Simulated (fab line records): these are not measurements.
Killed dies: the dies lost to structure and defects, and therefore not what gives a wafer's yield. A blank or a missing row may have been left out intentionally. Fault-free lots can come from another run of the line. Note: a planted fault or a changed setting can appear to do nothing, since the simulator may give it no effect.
The same fault as seen by 3 desks | flow n5_finfet | numbers are kept per desk, each desk with only its own; the story behind them comes last

AT THE TOOL OWNER'S DESK: rie_diel-03
The tool's own readings at N5_PASSIVATION_ETCH_54 (etches SiO2 in CHF3/O2, target depth 880 nm, time 440 s): means of the sampled wafers that have a number, for each lot that ran on this tool. If a lot's mean is further than 4 standard deviations from the usual mean, the lot is out of limits and carries the mark OUT (the distance appears in the brackets).
Columns: A = drypump_motor_current_A at N5_PASSIVATION_ETCH_54, usual 5.6 A; B = oes_f_703_au at N5_PASSIVATION_ETCH_54, usual 0.81 a.u.; C = oes_o_777_au at N5_PASSIVATION_ETCH_54, usual 0.81 a.u.; D = oes_product_au at N5_PASSIVATION_ETCH_54, usual 0.82 a.u.; E = rf_vpp_V at N5_PASSIVATION_ETCH_54, usual 526 V; F = showerhead_plenum_p_Torr at N5_PASSIVATION_ETCH_54, usual 2.46 Torr; G = throttle_valve_pct at N5_PASSIVATION_ETCH_54, usual 18.77 %
lot  | first seen here | A   | B    | C    | D    | E   | F    | G
L997 | day 16 00:16    | 5.5 | 0.91 | 0.91 | 0.91 | 527 | 2.52 | 18.73
L999 | day 16 04:37    | 5.1 | 0.96 | 0.96 | 0.97 | 527 | 2.53 | 18.68
L101 | day 16 13:49    | 5.8 | 0.84 | 0.85 | 0.85 | 525 | 2.47 | 18.67
L106 | day 18 02:41    | 5.6 | 0.85 | 0.85 | 0.83 | 525 | 2.43 | 18.72
L111 | day 19 07:22    | 5.3 | 0.86 | 0.86 | 0.83 | 523 | 2.37 | 18.63
Finding of this desk: none of the 5 lots has anything out of limits.

THE DEFECT DESK
Inspection counts along the route, by lot: the mean over sampled wafers that carry a number. If a lot's mean is further than 4 standard deviations from the usual mean, the lot is out of limits and carries the mark OUT (the distance appears in the brackets).
Columns: A = raw_defect_count at N5_MIM_TOP_LITHO_INSPECT_12, usual 2.0; B = raw_defect_count at N5_PASSIVATION_INSPECT_57, usual 2.2
lot  | first seen here | A   | B
L990 | day 14 02:45    | 1.7 | 1.3
L993 | day 14 15:07    | 2.3 | 1.3
L995 | day 14 16:44    | 1.3 | 1.3
L997 | day 15 17:01    | 2.3 | 1.0
L999 | day 15 21:44    | 0.3 | 2.7
L101 | day 16 05:07    | 2.7 | 2.3
L107 | day 17 18:58    | 2.3 | 1.0
L106 | day 17 19:32    | 2.7 | 1.0
L111 | day 18 23:11    | 1.7 | 1.0
Finding of this desk: none of the 9 lots has anything out of limits.

AT THE METROLOGY DESK
Lot by lot, what the gauges showed, no matter which tool ran the lot: averages of those sampled wafers that carry a number. If a lot's mean is further than 4 standard deviations from the usual mean, the lot is out of limits and carries the mark OUT (the distance appears in the brackets). Only the readings that lie furthest out on some lot appear, 7 of the 10 it has.
Columns: A = DIBL_P at N5_BEOL_M4_RC_MEAS_101, usual 36.8 mV/V; B = IOFF_N at N5_BEOL_M4_RC_MEAS_101, usual 0.169 nA/um; C = IOFF_P at N5_BEOL_M4_RC_MEAS_101, usual 0.206 nA/um; D = ION_P at N5_BEOL_M4_RC_MEAS_101, usual 462 uA/um; E = SS_N at N5_BEOL_M4_RC_MEAS_101, usual 71.6 mV/dec; F = SS_P at N5_BEOL_M4_RC_MEAS_101, usual 73.3 mV/dec; G = VT_P at N5_BEOL_M4_RC_MEAS_101, usual -251 mV
lot  | first seen here | A    | B     | C     | D   | E    | F    | G
L990 | day 9 09:15     | 36.3 | 0.163 | 0.201 | 454 | 71.4 | 73.2 | -253
L993 | day 10 13:31    | 39.2 | 0.202 | 0.229 | 464 | 72.4 | 74.1 | -252
L995 | day 10 17:35    | 38.5 | 0.197 | 0.245 | 464 | 71.8 | 74.0 | -249
L997 | day 11 15:02    | 37.2 | 0.173 | 0.224 | 464 | 72.1 | 73.1 | -251
L999 | day 11 23:53    | 36.7 | 0.165 | 0.205 | 467 | 71.6 | 72.9 | -251
L101 | day 12 01:35    | 37.9 | 0.166 | 0.226 | 466 | 72.0 | 73.3 | -248
L106 | day 13 11:52    | 36.2 | 0.170 | 0.171 | 450 | 71.4 | 73.8 | -257
L107 | day 13 16:56    | 37.4 | 0.190 | 0.212 | 463 | 71.8 | 73.3 | -249
L111 | day 15 09:16    | 37.2 | 0.154 | 0.195 | 464 | 71.2 | 73.5 | -251
Finding of this desk: none of the 9 lots has anything out of limits.

PUT TOGETHER
Nothing out of limits was seen by the tool owner's desk.
Nothing out of limits was seen by the defect desk.
At the metrology desk, nothing out of limits was observed.

WHAT THE SIMULATOR PUT IN
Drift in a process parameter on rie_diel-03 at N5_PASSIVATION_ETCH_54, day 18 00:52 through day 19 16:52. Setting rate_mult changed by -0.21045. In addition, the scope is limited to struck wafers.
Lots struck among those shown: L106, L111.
